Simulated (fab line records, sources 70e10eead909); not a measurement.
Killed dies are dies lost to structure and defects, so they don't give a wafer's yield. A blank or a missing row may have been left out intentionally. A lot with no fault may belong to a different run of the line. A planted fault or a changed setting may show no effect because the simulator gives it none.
Which of the tools did it? | flow nand_harc | 6 lots, 18 wafers sampled, at 5 steps of a route of 1302

## WHAT THE GAUGES READ, wafer by wafer
NHARC_END_SORT_01.
lot  | measured     | on        | killed_dies
L111 | day 25 00:46 | prober-02 | 48 56 45
L114 | day 27 01:40 | prober-02 | 36 51 39
L117 | day 27 19:38 | prober-02 | 71 87 65
L121 | day 28 20:31 | prober-02 | 45 43 47
L127 | day 32 20:58 | prober-02 | 41 34 510
L132 | day 33 21:40 | prober-01 | 46 40 52

## EACH LOT AND THE TOOL THAT RAN IT (in order: tool; ch and the chambers of the sampled wafers; start)
lot  | NHARC_A_STAIRCASE_ETCH_223                    | NHARC_A_STAIRCASE_TRIM_229         | NHARC_A_STAIRCASE_ETCH_230                    | NHARC_A_STAIRCASE_ETCH_234
L111 | rie_diel-10 ch 2,3, day 16 22:02 or earlier   | rie_diel-05 ch 1,2,3, day 16 22:02 | rie_diel-05 ch 1,2,3, day 25 00:46 or earlier | rie_diel-05 ch 0,2, day 25 00:46 or earlier
L114 | rie_diel-04 ch 0,1,3, day 18 07:46 or earlier | rie_diel-10 ch 0,2,3, day 18 07:46 | rie_diel-10 ch 0,2,3, day 27 01:40 or earlier | rie_diel-10 ch 0,2,3, day 27 01:40 or earlier
L117 | rie_diel-04 ch 0,1,3, day 19 05:35 or earlier | rie_diel-05 ch 0,1, day 19 05:35   | rie_diel-05 ch 0,3, day 27 19:38 or earlier   | rie_diel-05 ch 0,1,2, day 27 19:38 or earlier
L121 | rie_diel-04 ch 0,1,2, day 20 10:09 or earlier | rie_diel-10 ch 0,1,3, day 20 10:09 | rie_diel-10 ch 1,2,3, day 28 20:31 or earlier | rie_diel-10 ch 0,2,3, day 28 20:31 or earlier
L127 | rie_diel-05 ch 1,2,3, day 24 00:23 or earlier | rie_diel-10 ch 1,2,3, day 24 00:23 | rie_diel-10 ch 0,2,3, day 32 20:58 or earlier | rie_diel-10 ch 0,2,3, day 32 20:58 or earlier
L132 | rie_diel-04 ch 0,1,3, day 25 16:32 or earlier | rie_diel-04 ch 0,1, day 25 16:32   | rie_diel-04 ch 0,1,2, day 33 21:40 or earlier | rie_diel-04 ch 2,3, day 33 21:40 or earlier
- NHARC_A_STAIRCASE_ETCH_223: etches the open film in C4F8/O2, target depth 100 nm, time 40.5 s.
- NHARC_A_STAIRCASE_TRIM_229: chemistry O2, time 211.2 s.
- NHARC_A_STAIRCASE_ETCH_230: etches the open film in C4F8/O2, target depth 100 nm, time 40.5 s.
- NHARC_A_STAIRCASE_ETCH_234: etches the open film in C4F8/O2, target depth 100 nm, time 40.5 s.

## THE ANSWER, worked out from the rows above alone
Rule: the lots themselves supply what counts as usual. The widest of any qualifying gaps counts: lots, ordered by their means at a reading, are off when they make up no more than a third of the lots, leave a main group of 4 or more, and stand apart from it by 3 or more times the standard deviation of that group's means. Not used: any main group whose means are identical at the precision the tables above print for the reading. Also off: a lot with no number at a reading for which 4 or more lots have one. The other lots that the step has rows for count as sound.
Off: L127, at NHARC_END_SORT_01 (killed_dies). Main group: mean 51, sd 12.
If a tool, at a process step before that reading, ran all the lots that are off and no sound lot after the first of them, it fits. The gauges at NHARC_END_SORT_01 are tried like those tools. NHARC_A_STAIRCASE_ETCH_223: start missing for some lots; hours and lot order therefore follow NHARC_A_STAIRCASE_TRIM_229. NHARC_A_STAIRCASE_ETCH_230: start missing for some lots; hours and lot order therefore follow NHARC_END_SORT_01. NHARC_A_STAIRCASE_ETCH_234: start missing for some lots; hours and lot order therefore follow NHARC_END_SORT_01. Can't be told from this: 3 tools fit, rie_diel-05 at NHARC_A_STAIRCASE_ETCH_223, rie_diel-10 at NHARC_A_STAIRCASE_TRIM_229 and NHARC_A_STAIRCASE_ETCH_230 and NHARC_A_STAIRCASE_ETCH_234, prober-02 at NHARC_END_SORT_01.

## WHAT THE SIMULATOR HAD PUT IN
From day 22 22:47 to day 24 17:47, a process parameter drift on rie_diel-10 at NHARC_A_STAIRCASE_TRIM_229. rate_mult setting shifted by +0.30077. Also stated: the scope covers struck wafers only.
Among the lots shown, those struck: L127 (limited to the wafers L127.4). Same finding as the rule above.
